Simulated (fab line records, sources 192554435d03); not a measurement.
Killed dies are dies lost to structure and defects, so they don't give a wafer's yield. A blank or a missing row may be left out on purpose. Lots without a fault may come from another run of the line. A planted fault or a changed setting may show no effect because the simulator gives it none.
fab line records | flow n5_finfet
record lots=7 wafers=21
route steps=1938 shown BEOL_M11@1578 BEOL_M12@1625 BEOL_M14@1716 BEOL_M15@1797
start_h: hours from the record's first day to the start of the lot's first wafer shown | wait_h: hours since the lot's step before | " the same as in the row above | L1.1+2: a row that stands for several wafers | - no value, or no start given | * or withheld: withheld | < > ~ a bound
route shown NAME@n: a module of which the file shows steps, and the number in the route of the first | usual: mean/standard deviation of fault-free wafers | same: alike in all rows | chamber/n: place in a boat | sites: the reading at each site | _std_site: their standard deviation | _edge_site: outer sites' mean less inner sites' | radius_mm: how far each site lies from the wafer's centre | mask NAME#n: copy n | behind: the tool/chamber that last shaped the wafer | hold: why the lot was held/for how many hours/how that ended | device: the transistor (n, p or np) that didn't switch | end of line: the same wafers' tests at the end of the route | a step without rows: its recipe alone | killed: dies lost to structure and defects at the first sort, not the wafer's yield | map: a wafer's dies, x killed, . not, _ none there
set.NAME: the setting as run; set.NAME@STEP: as run at that earlier step | model.NAME: the simulator's own value behind a step, which no gauge read
lots whose settings were changed on purpose; a table a step, a row a wafer
## steps
# step N5_BEOL_M11_TRENCH_ETCH_37
# recipe chemistry=C4F6/O2 target_depth_a=1488.3 target=SiCOH_lowk time_s=48 ion_energy_ev=250 pressure_mtorr=30 source_w=345 bias_w=185 Ar_flow_sccm=300 C4F6_flow_sccm=10 O2_flow_sccm=10
# columns lot.wafer tool chamber start_h wait_h set.time_s
L076.2+4+6 rie_diel-03 2,0,1 - - 48
L077.2+3+5 rie_diel-03 3,1,1 - - 48
L078.1 rie_diel-03 0 - - 50.72
L078.3+5 " 1,3 " " 48
L079.3+4+6 rie_diel-03 0,2,3 - - 48
L083.2+3+6 rie_diel-03 3,0,0 - - 48
L093.2+4+6 rie_diel-03 2,2,1 - - 48
L096.2+6 rie_diel-03 2,0 - - 48
L096.3 " 0 " " 42
# step N5_BEOL_M11_ETCH_41
# recipe chemistry=CH3F/O2 target=SiCN target_depth_a=426 taper_deg=2 time_s=86 ion_energy_ev=120 mask_material=TiN pressure_mtorr=30 source_w=395 bias_w=75 Ar_flow_sccm=150 CH3F_flow_sccm=30 O2_flow_sccm=20
# step N5_BEOL_M11_STRIP_77
# recipe chemistry=N2/H2 time_s=10 power_w=450 temp_c=40 pressure_mtorr=20 rf_frequency_hz=6e+07 bias_power_w=7 n2_flow_sccm=200 h2_flow_sccm=200
# step N5_BEOL_M11_PRECLEAN_42
# recipe chemistry=residue_remover time_s=60 temp_c=40
# step N5_BEOL_M11_SRD_43
# recipe time_s=30 temp_c=23 rinse_liquid=diw dry=ipa_marangoni
# step N5_BEOL_M11_CD_MEAS_35
# recipe target_cd_nm=70 polarity=opening
# usual cd_nm=70.1/0.61
# columns lot.wafer tool chamber start_h wait_h set.dose_mj@BEOL_M11_EXPOSE_08 cd_nm
L076.2 cd_sem-03 - 254.59 0.0 57.53 74.3
L076.4 " - " " 57.53 74.5
L076.6 " - " " 53.75 70.0
L077.2 cd_sem-01 - 256.43 0.0 55.85 72.0
L077.3 " - " " 55.85 73.2
L077.5 " - " " 53.75 70.8
L078.1 cd_sem-03 - 256.89 0.0 53.75 69.7
L078.3 " - " " 53.75 71.2
L078.5 " - " " 50.93 67.7
L079.3 cd_sem-03 - 264.54 0.0 53.75 69.4
L079.4 " - " " 53.75 70.6
L079.6 " - " " 53.75 69.7
L083.2 cd_sem-01 - 284.87 0.0 56.24 71.8
L083.3 " - " " 53.75 70.4
L083.6 " - " " 56.24 73.2
L093.2 cd_sem-01 - 353.18 0.0 57.58 74.3
L093.4 " - " " 53.75 70.3
L093.6 " - " " 57.58 75.4
L096.2 cd_sem-03 - 361.75 0.0 53.75 70.7
L096.3 " - " " 53.75 70.2
L096.6 " - " " 55.83 73.5
# step N5_BEOL_M11_ALD_74
# recipe material=TaN target_thk_a=20 temp_c=275 ald_precursor_family=PDMAT ald_co_reactant=NH3 pressure_torr=3 carrier_flow_sccm=1500 pulse_time_s=2 purge_time_s=3 co_reactant_purge_time_s=2 co_reactant_pulse_time_s=3 ald_cycles=40 precursor_vessel_temp_c=75 precursor_vessel_pressure_torr=26.25 precursor_vessel_carrier_sccm=1000
# columns lot.wafer tool chamber start_h wait_h set.ald_cycles
L076.2+6 ald_metal-01 3 256.29 0.0 43
L076.4 " 0 " " 40
L078.1+5 ald_metal-01 0,2 257.62 0.3 40
L078.3 " 3 " " 42
L077.2 ald_metal-02 2 259.31 0.1 40
L077.3+5 " 3,2 " " 37
L079.3+4+6 ald_metal-01 3,1,3 265.15 0.0 40
L083.2 ald_metal-02 3 285.68 0.0 46
L083.3+6 " 1,0 " " 40
L093.2+6 ald_metal-02 2,0 353.98 0.1 45
L093.4 " 1 " " 40
L096.2+3+6 ald_metal-03 0,3,0 362.59 0.0 40
# step N5_BEOL_M11_SURFACE_TREAT_76
# recipe gas=Ar time_s=* ion_energy_ev=* ion_current_ma_cm2=0.5 pressure_mtorr=* ar_flow_sccm=30
# step N5_BEOL_M11_CVD_75
# recipe material=Co target_thk_a=20 temp_c=withheld precursor=CCTBA/H2 pressure_torr=30 time_s=138.9
# step N5_BEOL_M11_PRE_CLEAN_55
# recipe gas=NH3 time_s=15 temp_c=withheld rf_power_w=300
# step N5_BEOL_M11_DEP_56
# recipe material=SiCN target_thk_a=300 temp_c=withheld precursor=3MS/NH3 pressure_torr=3 rf_w=675 time_s=10.5
# step N5_BEOL_M11_RS_MEAS_57
# recipe thk_meas_gauge=four-point-probe reads=Cu_of_BEOL_M11_ECD_50+Co_of_BEOL_M11_CVD_75+TaN_of_BEOL_M11_ALD_74
# usual M11_RS=0.151/0.0031
# columns lot.wafer tool chamber start_h wait_h set.time_s@BEOL_M11_TRENCH_ETCH_37 M11_RS[ohm/sq]
L076.2 film_metro-02 - 257.84 0.1 48 0.150
L076.4 " - " " 48 0.148
L076.6 " - " " 48 0.151
L078.1 film_metro-02 - 260.60 0.0 50.72 0.136
L078.3 " - " " 48 0.150
L078.5 " - " " 48 0.154
L077.2 film_metro-01 - 261.18 0.0 48 0.157
L077.3 " - " " 48 0.149
L077.5 " - " " 48 0.149
L079.3 film_metro-02 - 267.17 0.0 48 0.149
L079.4 " - " " 48 0.152
L079.6 " - " " 48 0.154
L083.2 film_metro-02 - 289.09 0.0 48 0.160
L083.3 " - " " 48 0.148
L083.6 " - " " 48 0.148
L093.2 film_metro-02 - 355.82 0.0 48 0.152
L093.4 " - " " 48 0.153
L093.6 " - " " 48 0.151
L096.2 film_metro-02 - 364.60 0.1 48 0.152
L096.3 " - " " 42 0.174
L096.6 " - " " 48 0.148
# step N5_BEOL_M12_COAT_22
# recipe spin_rpm=2888 resist_thk_nm=300
# columns lot.wafer tool chamber start_h wait_h set.spin_rpm model.coat_of_BEOL_M12_COAT_22.thk_nm
L076.2 litho_track-05 0 - - 2788 304.2
L076.4 " 0 " " 2888 298.2
L076.6 " 0 " " 2888 298.4
L078.1 litho_track-05 0 - - 2608 315.6
L078.3 " 0 " " 2888 299.6
L078.5 " 0 " " 2888 300.4
L077.2 litho_track-03 0 - - 3069 292.6
L077.3 " 0 " " 3069 292.8
L077.5 " 0 " " 2888 302.6
L079.3 litho_track-03 0 - - 2888 299.8
L079.4 " 0 " " 2888 300
L079.6 " 0 " " 2888 300.2
L083.2 litho_track-04 0 - - 2888 299.6
L083.3 " 0 " " 2888 300.2
L083.6 " 0 " " 2888 299.8
L093.2 litho_track-05 0 - - 2888 299
L093.4 " 0 " " 2888 297.4
L093.6 " 0 " " 2888 299.2
L096.2 litho_track-03 0 - - 2888 300.6
L096.3 " 0 " " 2888 300
L096.6 " 0 " " 2888 300.2
# step N5_BEOL_M14_ILD_DEP_00
# recipe material=SiO2 target_thk_a=11193 temp_c=400 precursor=TEOS/O2 pressure_torr=6.5 rf_w=900 teos_flow_sccm=161.4 gas=O2 flow_sccm=2650 time_s=237.4
# columns lot.wafer tool chamber start_h wait_h set.time_s model.SiO2_of_BEOL_M14_ILD_DEP_00.thk_nm
L076.2 pecvd-02 1 269.98 0.0 237.4 1105
L076.4 " 2 " " 237.4 1119
L076.6 " 0 " " 237.4 1103
L078.1 pecvd-03 1 270.59 0.0 237.4 1135
L078.3 " 2 " " 237.4 1131
L078.5 " 0 " " 237.4 1145
L077.2 pecvd-02 0 271.45 0.0 237.4 1104
L077.3 " 2 " " 237.4 1109
L077.5 " 1 " " 237.4 1130
L079.3 pecvd-03 2 283.17 0.1 237.4 1134
L079.4 " 1 " " 237.4 1150
L079.6 " 1 " " 237.4 1144
L083.2 pecvd-03 2 300.39 0.0 237.4 1106
L083.3 " 2 " " 237.4 1117
L083.6 " 1 " " 237.4 1145
L093.2 pecvd-02 1 367.75 0.0 237.4 1112
L093.4 " 2 " " 237.4 1140
L093.6 " 1 " " 209.7 1005
L096.2 pecvd-04 2 377.44 0.0 222.7 1050
L096.3 " 1 " " 222.7 1040
L096.6 " 2 " " 237.4 1137
# step N5_BEOL_M14_THK_MEAS_01
# recipe reads=SiO2_of_BEOL_M14_ILD_DEP_00
# usual M14_ILD_THK=1125/15
# columns lot.wafer tool chamber start_h wait_h set.time_s@BEOL_M14_ILD_DEP_00 M14_ILD_THK[nm]
L076.2 film_metro-02 - 270.17 0.1 237.4 1106
L076.4 " - " " 237.4 1119
L076.6 " - " " 237.4 1102
L078.1 film_metro-01 - 270.78 0.1 237.4 1136
L078.3 " - " " 237.4 1130
L078.5 " - " " 237.4 1145
L077.2 film_metro-01 - 271.64 0.1 237.4 1104
L077.3 " - " " 237.4 1109
L077.5 " - " " 237.4 1129
L079.3 film_metro-01 - 283.58 0.3 237.4 1132
L079.4 " - " " 237.4 1150
L079.6 " - " " 237.4 1145
L083.2 film_metro-02 - 300.66 0.2 237.4 1106
L083.3 " - " " 237.4 1116
L083.6 " - " " 237.4 1146
L093.2 film_metro-01 - 367.94 0.1 237.4 1112
L093.4 " - " " 237.4 1139
L093.6 " - " " 209.7 1005
L096.2 film_metro-02 - 377.63 0.1 222.7 1050
L096.3 " - " " 222.7 1040
L096.6 " - " " 237.4 1137
# step N5_BEOL_M14_EXPOSE_07
# recipe mask_id=V13 na=0.8 source_shape=annular sigma_inner=0.5 sigma_outer=0.8 polarization=unpolarized attpsm_phase_deg=180 dose_mj=57
# columns lot.wafer tool chamber start_h wait_h mask set.dose_mj
L076.2+6 krf_scanner-02 0 270.43 - V13#0 58.99
L076.4 " 0 " " V13#0 57
L078.1+3+5 krf_scanner-02 0 270.91 - V13#0 59.86
L077.2+3 krf_scanner-02 0 271.78 - V13#0 57
L077.5 " 0 " " V13#0 59.16
L079.3+4+6 krf_scanner-01 0 283.85 - V13#0 57
L083.2+6 krf_scanner-02 0 300.79 - V13#0 57
L083.3 " 0 " " V13#0 53.8
L093.2 krf_scanner-01 0 368.07 - V13#0 58.64
L093.4+6 " 0 " " V13#0 57
L096.2+6 krf_scanner-02 0 377.89 - V13#0 52.92
L096.3 " 0 " " V13#0 57
# step N5_BEOL_M14_PEB_08
# recipe peb_temp_c=130 peb_time_s=90
# step N5_BEOL_M14_DEVELOP_09
# recipe develop_time_s=45 rinse_liquid=diw dry=air_spin dev_temp_c=21
# step N5_BEOL_M14_HARDBAKE_14
# recipe temp_c=130 time_s=120
# step N5_BEOL_M14_CD_MEAS_10
# recipe target_cd_nm=250 landing_energy_ev=500 detector=se_inlens polarity=opening
# usual cd_nm=250.0/1.6
# columns lot.wafer tool chamber start_h wait_h set.dose_mj@BEOL_M14_EXPOSE_07 cd_nm
L076.2 cd_sem-02 0 270.61 - 58.99 256.6
L076.4 " 0 " " 57 251.6
L076.6 " 0 " " 58.99 256.2
L078.1 cd_sem-01 0 271.09 - 59.86 260.1
L078.3 " 0 " " 59.86 257.8
L078.5 " 0 " " 59.86 258.8
L077.2 cd_sem-02 0 271.95 - 57 250.3
L077.3 " 0 " " 57 249.1
L077.5 " 0 " " 59.16 255.2
L079.3 cd_sem-02 0 284.01 - 57 250.6
L079.4 " 0 " " 57 249.9
L079.6 " 0 " " 57 250.1
L083.2 cd_sem-03 0 300.96 - 57 249.6
L083.3 " 0 " " 53.8 237.4
L083.6 " 0 " " 57 244.7
L093.2 cd_sem-02 0 368.24 - 58.64 253.7
L093.4 " 0 " " 57 247.9
L093.6 " 0 " " 57 251.8
L096.2 cd_sem-03 0 378.06 - 52.92 237.9
L096.3 " 0 " " 57 249.6
L096.6 " 0 " " 52.92 240.2
# step N5_BEOL_M14_DESCUM_15
# recipe chemistry=O2 time_s=7.9 source_power_w=50 bias_power_w=20 pressure_mtorr=20 rf_frequency_hz=2.712e+07 temp_c=40 o2_flow_sccm=225
# step N5_BEOL_M14_ETCH_59
# recipe chemistry=N2/H2 target=BARC target_depth_a=890 overetch_a=267 time_s=67.9 ion_energy_ev=200 pressure_mtorr=30 source_w=840 bias_w=150 n2_flow_sccm=200 h2_flow_sccm=200
# step N5_BEOL_M14_VIA_ETCH_16
# recipe chemistry=C4F8/O2/Ar target=SiO2 he_inner_torr=15 he_outer_torr=30 target_depth_a=12313 time_s=withheld ion_energy_ev=800 pressure_mtorr=20 source_w=1905 bias_w=2040 Ar_flow_sccm=400 C4F8_flow_sccm=16 O2_flow_sccm=12 ends=cleared
# columns lot.wafer tool chamber start_h wait_h set.time_s@BEOL_M14_ILD_DEP_00 model.etch.depth_nm model.coat_of_BEOL_M14_COAT_04.thk_nm
L076.2 rie_diel-01 0 270.78 0.0 * 1105 460.4
L076.4 " 1 " " * 1119 455.8
L076.6 " 2 " " * 1103 458.8
L078.1 rie_diel-01 3 271.50 0.0 * 1135 448.6
L078.3 " 0 " " * 1131 455.6
L078.5 " 3 " " * 1145 448.2
L077.2 rie_diel-01 2 272.28 0.0 * 1104 461
L077.3 " 3 " " * 1109 456.2
L077.5 " 0 " " * 1130 459
L079.3 rie_diel-01 2 284.37 0.0 * 1134 451.4
L079.4 " 0 " " * 1150 449.8
L079.6 " 1 " " * 1144 445.8
L083.2 rie_diel-05 0 301.14 0.0 * 1106 453
L083.3 " 2 " " * 1117 449.6
L083.6 " 1 " " * 1145 450.8
L093.2 rie_diel-01 2 368.42 0.0 * 1112 458.6
L093.4 " 0 " " * 1140 454.2
L093.6 " 3 " " * 1005 482.4
L096.2 rie_diel-05 1 378.24 0.0 * 1050 475.8
L096.3 " 3 " " * 1040 482.6
L096.6 " 3 " " * 1137 458.8
# step N5_BEOL_M14_STRIP_63
# recipe chemistry=O2 power_w=600 temp_c=60 pressure_mtorr=30 rf_frequency_hz=6e+07 bias_power_w=0 overash_fraction=0.3 o2_flow_sccm=225
# step N5_BEOL_M14_STRIP_64
# recipe chemistry=O2 power_w=600 temp_c=60 pressure_mtorr=30 rf_frequency_hz=6e+07 bias_power_w=0 overash_fraction=0.3 o2_flow_sccm=225
# step N5_BEOL_M14_STRIP_71
# recipe chemistry=post_etch_residue_remover time_s=60 temp_c=25 remover_ph=withheld remover_water_wt_pct=withheld remover_fluoride_wt_pct=withheld
# step N5_BEOL_M14_SRD_72
# recipe time_s=30 temp_c=23 rinse_liquid=diw dry=n2_spin spin_rpm=1500 dry_time_s=30
# step N5_BEOL_M14_CD_MEAS_17
# recipe target_cd_nm=250 polarity=opening
# usual cd_nm=250.8/2
# columns lot.wafer tool chamber start_h wait_h set.dose_mj@BEOL_M14_EXPOSE_07 cd_nm
L076.2 cd_sem-02 - 271.13 0.0 58.99 256.1
L076.4 " - " " 57 252.8
L076.6 " - " " 58.99 257.5
L078.1 cd_sem-01 - 271.85 0.0 59.86 261.5
L078.3 " - " " 59.86 257.6
L078.5 " - " " 59.86 259.1
L077.2 cd_sem-02 - 272.63 0.0 57 253.3
L077.3 " - " " 57 249.7
L077.5 " - " " 59.16 257.0
L079.3 cd_sem-02 - 284.73 0.0 57 252.7
L079.4 " - " " 57 249.6
L079.6 " - " " 57 250.9
L083.2 cd_sem-03 - 301.49 0.0 57 250.6
L083.3 " - " " 53.8 237.6
L083.6 " - " " 57 244.6
L093.2 cd_sem-01 - 368.77 0.0 58.64 253.4
L093.4 " - " " 57 248.2
L093.6 " - " " 57 253.5
L096.2 cd_sem-01 - 378.59 0.0 52.92 239.5
L096.3 " - " " 57 251.9
L096.6 " - " " 52.92 241.8
# step N5_BEOL_M14_ETCH_68
# recipe chemistry=N2/H2 target=SOC mask_material=SiARC source_w=3000 bias_w=350 temp_c=40 time_s=450 ion_energy_ev=200 pressure_mtorr=30 n2_flow_sccm=200 h2_flow_sccm=200
# columns lot.wafer tool chamber start_h wait_h set.time_s model.SiARC_of_BEOL_M14_COAT_66.thk_nm
L076.2 rie_diel-06 1 272.01 0.1 450 65
L076.4 " 2 " " 531.7 56.8
L076.6 " 3 " " 531.7 57.4
L078.1+3 rie_diel-06 2,1 272.65 0.1 450 65.6
L078.5 " 3 " " 353.7 76
L077.2 rie_diel-06 3 273.35 0.1 450 65.8
L077.3 " 0 " " 450 65.6
L077.5 " 2 " " 515.6 58.8
L079.3 rie_diel-06 3 285.32 0.1 450 66.2
L079.4 " 1 " " 450 66.4
L079.6 " 0 " " 450 65.8
L083.2 rie_diel-05 2 302.48 0.1 450 64
L083.3 " 0 " " 450 64.6
L083.6 " 1 " " 389.6 72.6
L093.2 rie_diel-05 2 369.36 0.1 450 65.2
L093.4 " 0 " " 355.6 74.6
L093.6 " 3 " " 450 66
L096.2 rie_diel-06 2 379.18 0.1 450 65.8
L096.3 " 1 " " 483.8 62.6
L096.6 " 0 " " 450 65.6
# step N5_BEOL_M14_TRENCH_ETCH_34
# recipe chemistry=C4F8/O2/Ar target=SiO2 target_depth_a=5566.5 mask_material=SOC he_inner_torr=15 he_outer_torr=30 time_s=126.9 ion_energy_ev=800 pressure_mtorr=20 source_w=1905 bias_w=2040 Ar_flow_sccm=400 C4F8_flow_sccm=16 O2_flow_sccm=12
# usual rf_vpp_V=2239/27
# columns lot.wafer tool chamber start_h wait_h set.bias_w rf_vpp_V
L076.2 rie_diel-06 1 272.28 0.0 2040 2206
L076.4 " 2 " " 1755 2027
L076.6 " 3 " " 2040 2214
L078.1 rie_diel-06 2 272.93 0.0 2040 2254
L078.3 " 1 " " 2040 2208
L078.5 " 3 " " 2040 2216
L077.2 rie_diel-06 3 273.63 0.0 1713 1959
L077.3 " 0 " " 2040 2249
L077.5 " 2 " " 2040 2253
L079.3 rie_diel-06 3 285.60 0.0 2040 2215
L079.4 " 1 " " 2040 2207
L079.6 " 0 " " 2040 2249
L083.2 rie_diel-05 2 302.75 0.0 2155 2365
L083.3 " 0 " " 2155 2312
L083.6 " 1 " " 2040 2300
L093.2 rie_diel-05 2 369.64 0.0 2173 2377
L093.4 " 0 " " 2040 2224
L093.6 " 3 " " 2173 2323
L096.2 rie_diel-06 2 379.46 0.0 2040 2252
L096.3 " 1 " " 2040 2205
L096.6 " 0 " " 2040 2248
# step N5_BEOL_M15_COAT_22
# recipe spin_rpm=1704 resist_thk_nm=800
# columns lot.wafer tool chamber start_h wait_h set.spin_rpm model.coat_of_BEOL_M15_COAT_22.thk_nm
L076.2 litho_track-05 0 - - 1761 786.6
L076.4 " 0 " " 1704 798.2
L076.6 " 0 " " 1704 798.8
L078.1 litho_track-03 0 - - 1849 771.8
L078.3 " 0 " " 1704 802
L078.5 " 0 " " 1704 801
L077.2 litho_track-05 0 - - 1704 798
L077.3 " 0 " " 1704 795.8
L077.5 " 0 " " 1704 800.4
L079.3 litho_track-03 0 - - 1704 805.6
L079.4 " 0 " " 1704 805.2
L079.6 " 0 " " 1704 803.6
L083.2 litho_track-02 0 - - 1843 768.8
L083.3 " 0 " " 1704 801.8
L083.6 " 0 " " 1704 801.4
L093.2 litho_track-05 0 - - 1704 804
L093.4 " 0 " " 1704 803.6
L093.6 " 0 " " 1704 801.8
L096.2 litho_track-02 0 - - 1704 801
L096.3 " 0 " " 1652 810
L096.6 " 0 " " 1652 810.4
# step N5_BEOL_M15_EBR_24
# recipe solvent=PGMEA ebr_width_mm=1.5
# step N5_BEOL_M15_SOFTBAKE_23
# recipe temp_c=130 time_s=60
# step N5_BEOL_M15_DESCUM_33
# recipe chemistry=O2 time_s=7.9 source_power_w=50 bias_power_w=20 pressure_mtorr=20 rf_frequency_hz=2.712e+07 temp_c=40 o2_flow_sccm=225
# step N5_BEOL_M15_ETCH_61
# recipe chemistry=N2/H2 target=BARC target_depth_a=890 overetch_a=267 time_s=67.9 ion_energy_ev=200 pressure_mtorr=30 source_w=840 bias_w=150 n2_flow_sccm=200 h2_flow_sccm=200
# columns lot.wafer tool chamber start_h wait_h set.spin_rpm@BEOL_M15_COAT_22 model.coat_of_BEOL_M15_COAT_22.thk_nm
L076.2 rie_diel-02 3 277.43 0.0 1761 704.4
L076.4+6 " 1,2 " " 1704 718
L078.1 rie_diel-03 1 278.52 0.0 1849 689.8
L078.3 " 0 " " 1704 719.2
L078.5 " 0 " " 1704 718
L077.2 rie_diel-03 1 279.81 0.0 1704 716.2
L077.3 " 2 " " 1704 714.4
L077.5 " 3 " " 1704 719.6
L079.3 rie_diel-04 2 292.82 0.0 1704 722.6
L079.4 " 3 " " 1704 721.8
L079.6 " 1 " " 1704 720
L083.2 rie_diel-02 2 307.76 0.0 1843 689
L083.3+6 " 1 " " 1704 721
L093.2 rie_diel-02 0 378.15 0.0 1704 723
L093.4 " 3 " " 1704 721
L093.6 " 0 " " 1704 720.8
L096.2 rie_diel-04 2 384.02 0.0 1704 719
L096.3 " 0 " " 1652 725.6
L096.6 " 0 " " 1652 726.4
## key
split step=N5_BEOL_M11_TRENCH_ETCH_37 setting=time_s stated=48 by=wafer
response step=N5_BEOL_M11_RS_MEAS_57 reading=M11_RS change=-0.00211 per=1% r=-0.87
split step=N5_BEOL_M11_ALD_74 setting=ald_cycles stated=40 by=wafer
response none clear
split step=N5_BEOL_M12_COAT_22 setting=spin_rpm stated=2888 by=wafer
response step=N5_BEOL_M12_COAT_22 reading=model.coat_of_BEOL_M12_COAT_22.thk_nm change=-1.61 per=1% r=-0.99
split step=N5_BEOL_M14_ILD_DEP_00 setting=time_s stated=237.4 by=wafer
response step=N5_BEOL_M14_ILD_DEP_00 reading=model.SiO2_of_BEOL_M14_ILD_DEP_00.thk_nm change=+11.4 per=1% r=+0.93
response step=N5_BEOL_M14_THK_MEAS_01 reading=M14_ILD_THK change=+11.4 per=1% r=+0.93
response step=N5_BEOL_M14_VIA_ETCH_16 reading=model.etch.depth_nm change=+11.4 per=1% r=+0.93
response step=N5_BEOL_M14_VIA_ETCH_16 reading=model.coat_of_BEOL_M14_COAT_04.thk_nm change=-2.46 per=1% r=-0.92
split step=N5_BEOL_M14_EXPOSE_07 setting=dose_mj stated=57 by=wafer
response step=N5_BEOL_M14_CD_MEAS_10 reading=cd_nm change=+1.53 per=1% r=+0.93
response step=N5_BEOL_M14_CD_MEAS_17 reading=cd_nm change=+1.52 per=1% r=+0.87
split step=N5_BEOL_M14_ETCH_68 setting=time_s stated=450 by=wafer
response step=N5_BEOL_M14_ETCH_68 reading=model.SiARC_of_BEOL_M14_COAT_66.thk_nm change=-0.471 per=1% r=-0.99
split step=N5_BEOL_M14_TRENCH_ETCH_34 setting=bias_w stated=2040 by=wafer
response step=N5_BEOL_M14_TRENCH_ETCH_34 reading=rf_vpp_V change=+15.7 per=1% r=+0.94
split step=N5_BEOL_M15_COAT_22 setting=spin_rpm stated=1704 by=wafer
response step=N5_BEOL_M15_COAT_22 reading=model.coat_of_BEOL_M15_COAT_22.thk_nm change=-3.69 per=1% r=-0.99
response step=N5_BEOL_M15_ETCH_61 reading=model.coat_of_BEOL_M15_COAT_22.thk_nm change=-3.59 per=1% r=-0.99
split outside_this_file step=N5_BEOL_M11_EXPOSE_08 setting=dose_mj
# split outside_this_file: this setting was split too, and the file shows its column; the key of that split is in another file
